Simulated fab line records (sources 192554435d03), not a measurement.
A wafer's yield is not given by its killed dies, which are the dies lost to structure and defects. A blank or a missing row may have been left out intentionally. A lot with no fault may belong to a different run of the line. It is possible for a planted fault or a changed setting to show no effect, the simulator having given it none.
Split-lot trial || flow n5 finfet || 39 wafers read from 7 lots, route of 1938 steps

## THE SPLIT
At N5_DUMMY_GATE_ETCH_32 (etches SiO2 in CF4, target depth 3.5 nm, time 3.9 s), the setting time s was moved away from the recipe's 3.9 s on 18 of the 39 wafers read, by -21.5% to +10.8%. This setting was run at the recipe's value on the other wafers.

Reading taken at the split's own step.

## THE READING
etch.depth nm (the simulator's own value, which no gauge read), in nm, at N5_DUMMY_GATE_ETCH_32 (etches SiO2 in CF4, target depth 3.5 nm, time 3.9 s). There is no usual value for it anywhere in the file. Average 3.460 nm, standard deviation 0.077 nm, over the 21 wafers here run with the recipe.

{"wafer": "L080.1", "tool, chamber at the split": "rie si-04, 2", "time s as run, s": 3.288, "against the recipe": "-15.7%", "etch.depth nm, nm": 2.976, "against lot-mates on the recipe": -0.473}
{"wafer": "L080.2", "tool, chamber at the split": "rie si-04, 3", "time s as run, s": 3.288, "against the recipe": "-15.7%", "etch.depth nm, nm": 2.977, "against lot-mates on the recipe": -0.472}
{"wafer": "L080.3", "tool, chamber at the split": "rie si-04, 0", "time s as run, s": 3.9, "against the recipe": "recipe", "etch.depth nm, nm": 3.349, "against lot-mates on the recipe": "-"}
{"wafer": "L080.4", "tool, chamber at the split": "rie si-04, 1", "time s as run, s": 3.9, "against the recipe": "recipe", "etch.depth nm, nm": 3.483, "against lot-mates on the recipe": "-"}
{"wafer": "L080.5", "tool, chamber at the split": "rie si-04, 2", "time s as run, s": 3.9, "against the recipe": "recipe", "etch.depth nm, nm": 3.514, "against lot-mates on the recipe": "-"}
{"wafer": "L080.6", "tool, chamber at the split": "rie si-04, 1", "time s as run, s": 3.288, "against the recipe": "-15.7%", "etch.depth nm, nm": 2.928, "against lot-mates on the recipe": -0.521}
{"wafer": "L081.1", "tool, chamber at the split": "rie si-03, 0", "time s as run, s": 3.9, "against the recipe": "recipe", "etch.depth nm, nm": 3.436, "against lot-mates on the recipe": "-"}
{"wafer": "L081.2", "tool, chamber at the split": "rie si-03, 2", "time s as run, s": 3.482, "against the recipe": "-10.7%", "etch.depth nm, nm": 3.022, "against lot-mates on the recipe": -0.483}
{"wafer": "L081.3", "tool, chamber at the split": "rie si-03, 3", "time s as run, s": 3.9, "against the recipe": "recipe", "etch.depth nm, nm": 3.513, "against lot-mates on the recipe": "-"}
{"wafer": "L081.4", "tool, chamber at the split": "rie si-03, 1", "time s as run, s": 3.482, "against the recipe": "-10.7%", "etch.depth nm, nm": 3.142, "against lot-mates on the recipe": -0.363}
{"wafer": "L081.5", "tool, chamber at the split": "rie si-03, 3", "time s as run, s": 3.9, "against the recipe": "recipe", "etch.depth nm, nm": 3.566, "against lot-mates on the recipe": "-"}
{"wafer": "L081.6", "tool, chamber at the split": "rie si-03, 0", "time s as run, s": 3.482, "against the recipe": "-10.7%", "etch.depth nm, nm": 3.07, "against lot-mates on the recipe": -0.435}
{"wafer": "L087.1", "tool, chamber at the split": "rie si-02, 0", "time s as run, s": 3.9, "against the recipe": "recipe", "etch.depth nm, nm": 3.514, "against lot-mates on the recipe": "-"}
{"wafer": "L087.2", "tool, chamber at the split": "rie si-02, 1", "time s as run, s": 3.9, "against the recipe": "recipe", "etch.depth nm, nm": 3.389, "against lot-mates on the recipe": "-"}
{"wafer": "L087.3", "tool, chamber at the split": "rie si-02, 2", "time s as run, s": 4.323, "against the recipe": "+10.8%", "etch.depth nm, nm": 3.981, "against lot-mates on the recipe": "+0.486"}
{"wafer": "L087.4", "tool, chamber at the split": "rie si-02, 3", "time s as run, s": 4.323, "against the recipe": "+10.8%", "etch.depth nm, nm": 3.735, "against lot-mates on the recipe": "+0.240"}
{"wafer": "L087.5", "tool, chamber at the split": "rie si-02, 3", "time s as run, s": 4.323, "against the recipe": "+10.8%", "etch.depth nm, nm": 3.715, "against lot-mates on the recipe": "+0.220"}
{"wafer": "L087.6", "tool, chamber at the split": "rie si-02, 2", "time s as run, s": 3.9, "against the recipe": "recipe", "etch.depth nm, nm": 3.582, "against lot-mates on the recipe": "-"}
{"wafer": "L088.1", "tool, chamber at the split": "rie si-02, 3", "time s as run, s": 3.9, "against the recipe": "recipe", "etch.depth nm, nm": 3.348, "against lot-mates on the recipe": "-"}
{"wafer": "L088.2", "tool, chamber at the split": "rie si-02, 1", "time s as run, s": 3.9, "against the recipe": "recipe", "etch.depth nm, nm": 3.403, "against lot-mates on the recipe": "-"}
{"wafer": "L088.3", "tool, chamber at the split": "rie si-02, 2", "time s as run, s": 3.9, "against the recipe": "recipe", "etch.depth nm, nm": 3.565, "against lot-mates on the recipe": "-"}
{"wafer": "L088.4", "tool, chamber at the split": "rie si-02, 0", "time s as run, s": 3.061, "against the recipe": "-21.5%", "etch.depth nm, nm": 2.739, "against lot-mates on the recipe": -0.700}
{"wafer": "L088.5", "tool, chamber at the split": "rie si-02, 2", "time s as run, s": 3.061, "against the recipe": "-21.5%", "etch.depth nm, nm": 2.815, "against lot-mates on the recipe": -0.624}
{"wafer": "L088.6", "tool, chamber at the split": "rie si-02, 1", "time s as run, s": 3.061, "against the recipe": "-21.5%", "etch.depth nm, nm": 2.656, "against lot-mates on the recipe": -0.783}
{"wafer": "L090.1", "tool, chamber at the split": "rie si-03, 0", "time s as run, s": 3.9, "against the recipe": "recipe", "etch.depth nm, nm": 3.447, "against lot-mates on the recipe": "-"}
{"wafer": "L090.2", "tool, chamber at the split": "rie si-03, 3", "time s as run, s": 3.9, "against the recipe": "recipe", "etch.depth nm, nm": 3.596, "against lot-mates on the recipe": "-"}
{"wafer": "L090.3", "tool, chamber at the split": "rie si-03, 2", "time s as run, s": 3.9, "against the recipe": "recipe", "etch.depth nm, nm": 3.421, "against lot-mates on the recipe": "-"}
{"wafer": "L090.4", "tool, chamber at the split": "rie si-03, 1", "time s as run, s": 3.393, "against the recipe": "-13.0%", "etch.depth nm, nm": 3.103, "against lot-mates on the recipe": -0.385}
{"wafer": "L090.5", "tool, chamber at the split": "rie si-03, 0", "time s as run, s": 3.393, "against the recipe": "-13.0%", "etch.depth nm, nm": 3.003, "against lot-mates on the recipe": -0.485}
{"wafer": "L090.6", "tool, chamber at the split": "rie si-03, 1", "time s as run, s": 3.393, "against the recipe": "-13.0%", "etch.depth nm, nm": 3.085, "against lot-mates on the recipe": -0.403}
{"wafer": "L096.1", "tool, chamber at the split": "rie si-02, 1", "time s as run, s": 3.9, "against the recipe": "recipe", "etch.depth nm, nm": 3.373, "against lot-mates on the recipe": "-"}
{"wafer": "L096.5", "tool, chamber at the split": "rie si-02, 0", "time s as run, s": 3.9, "against the recipe": "recipe", "etch.depth nm, nm": 3.475, "against lot-mates on the recipe": "-"}
{"wafer": "L096.6", "tool, chamber at the split": "rie si-02, 3", "time s as run, s": 3.9, "against the recipe": "recipe", "etch.depth nm, nm": 3.368, "against lot-mates on the recipe": "-"}
{"wafer": "L097.1", "tool, chamber at the split": "rie si-03, 3", "time s as run, s": 3.404, "against the recipe": "-12.7%", "etch.depth nm, nm": 3.079, "against lot-mates on the recipe": -0.360}
{"wafer": "L097.2", "tool, chamber at the split": "rie si-03, 1", "time s as run, s": 3.9, "against the recipe": "recipe", "etch.depth nm, nm": 3.5, "against lot-mates on the recipe": "-"}
{"wafer": "L097.3", "tool, chamber at the split": "rie si-03, 0", "time s as run, s": 3.404, "against the recipe": "-12.7%", "etch.depth nm, nm": 2.973, "against lot-mates on the recipe": -0.466}
{"wafer": "L097.4", "tool, chamber at the split": "rie si-03, 2", "time s as run, s": 3.9, "against the recipe": "recipe", "etch.depth nm, nm": 3.418, "against lot-mates on the recipe": "-"}
{"wafer": "L097.5", "tool, chamber at the split": "rie si-03, 2", "time s as run, s": 3.9, "against the recipe": "recipe", "etch.depth nm, nm": 3.399, "against lot-mates on the recipe": "-"}
{"wafer": "L097.6", "tool, chamber at the split": "rie si-03, 3", "time s as run, s": 3.404, "against the recipe": "-12.7%", "etch.depth nm, nm": 3.076, "against lot-mates on the recipe": -0.363}

THE FIT
A straight line over all 39 wafers: etch.depth nm changes by +0.0328 nm for each +1% of time s; r = +0.97; the points scatter about the line by 0.075 nm.
The same after taking each lot's own level away (the mean of its wafers on the recipe; 39 wafers): +0.0321 nm for each +1%; r = +0.97; scatter 0.074 nm.
Per that fit: largest time s move, reading shift of 0.69 nm.
Across the lots, their own levels run from 3.4053 to 3.5050 nm, a range of 1.3 times the standard deviation given above.
Consequently the slope shifts little with the lot-to-lot level, the two slopes agreeing.
Check: for one of the wafers moved furthest among these (-21.5%), held out of the fit, the line's prediction against its lot-mates is -0.698 nm. It came out at -0.7 nm against them.

## THESE WAFERS: OTHER SPLITS
Other splits were also applied to these wafers ahead of the reading. Each is held against what the fit with the lots' levels taken away leaves over:
{"other split on the same wafers": "N5_FIN_SAQP_ALD_61 temp c", "wafers away from the commonest value": 12, "r with etch.depth nm (lot level and that fit taken away)": "+0.11"}
{"other split on the same wafers": "N5_FIN_SAQP_HM_DEP_72 target thk a", "wafers away from the commonest value": 15, "r with etch.depth nm (lot level and that fit taken away)": -0.10}

## FILE'S OWN FIT
etch.depth nm changes by +0.0325 nm for each +1% of time s, r = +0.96.
